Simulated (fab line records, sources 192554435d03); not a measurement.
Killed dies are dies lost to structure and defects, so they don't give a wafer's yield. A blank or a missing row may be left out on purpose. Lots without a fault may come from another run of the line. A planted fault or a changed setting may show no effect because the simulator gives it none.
Which tool did it? | flow n5_finfet | 12 lots, 36 wafers sampled, at 2 steps of a route of 1938

WHAT THE GAUGES READ, wafer by wafer
N5_PMOS_HMC_CHANNEL_EPI_INSPECT_30: inspects for defects (darkfield).
lot  | measured    | on                | raw_defect_count
L075 | day 2 02:38 | defect_inspect-01 | 18 18 11
L077 | day 2 14:19 | defect_inspect-01 | 19 14 14
L079 | day 3 02:08 | defect_inspect-02 | 24 15 19
L081 | day 3 14:10 | defect_inspect-01 | 27 26 18
L083 | day 4 02:21 | defect_inspect-02 | 33 18 22
L085 | day 4 14:14 | defect_inspect-02 | 16 28 17
L087 | day 5 01:49 | defect_inspect-01 | 28 15 25
L089 | day 5 14:09 | defect_inspect-01 | 20 24 14
L091 | day 6 02:22 | defect_inspect-01 | 15 39 21
L093 | day 6 14:58 | defect_inspect-01 | 20 16 16
L095 | day 7 03:04 | defect_inspect-01 | 20 10 23
L097 | day 7 13:54 | defect_inspect-01 | 27 21 26

WHICH TOOL RAN EACH LOT (tool, then ch and the chambers of the sampled wafers, then the start)
lot  | N5_PMOS_HMC_CHANNEL_EPI_CMP_21
L075 | cmp-03 ch 0,3, day 2 01:46
L077 | cmp-02 ch 0,2, day 2 13:34
L079 | cmp-02 ch 1,2,3, day 3 01:22
L081 | cmp-03 ch 0,2,3, day 3 13:28
L083 | cmp-02 ch 0,1, day 4 01:34
L085 | cmp-03 ch 0,1,3, day 4 13:28
L087 | cmp-02 ch 0,2, day 5 00:59
L089 | cmp-02 ch 0,1,3, day 5 13:25
L091 | cmp-01 ch 1,2,3, day 6 01:37
L093 | cmp-01 ch 0,1,3, day 6 14:11
L095 | cmp-02 ch 0,1,3, day 7 02:11
L097 | cmp-02 ch 0,2,3, day 7 13:11
- N5_PMOS_HMC_CHANNEL_EPI_CMP_21: polishes SiGe30, target thk 54 nm.

THE ANSWER, worked out from the rows above alone
Rule: what is usual is taken from the lots themselves. Put in order of their means at a reading, lots are off if they are a third of the lots or fewer, leave a main group of 4 or more, and stand apart from it by a gap of 3 or more times the standard deviation of the main group's means; of several such gaps the widest counts. A main group whose means are all the same, to the digits that the tables above print for the reading, isn't used. A lot without any number at a reading at which 4 lots or more have one is off too. The other lots that the step has rows for count as sound.
No lot is off at any reading shown: from this, nothing can be told.

WHAT THE SIMULATOR HAD PUT IN
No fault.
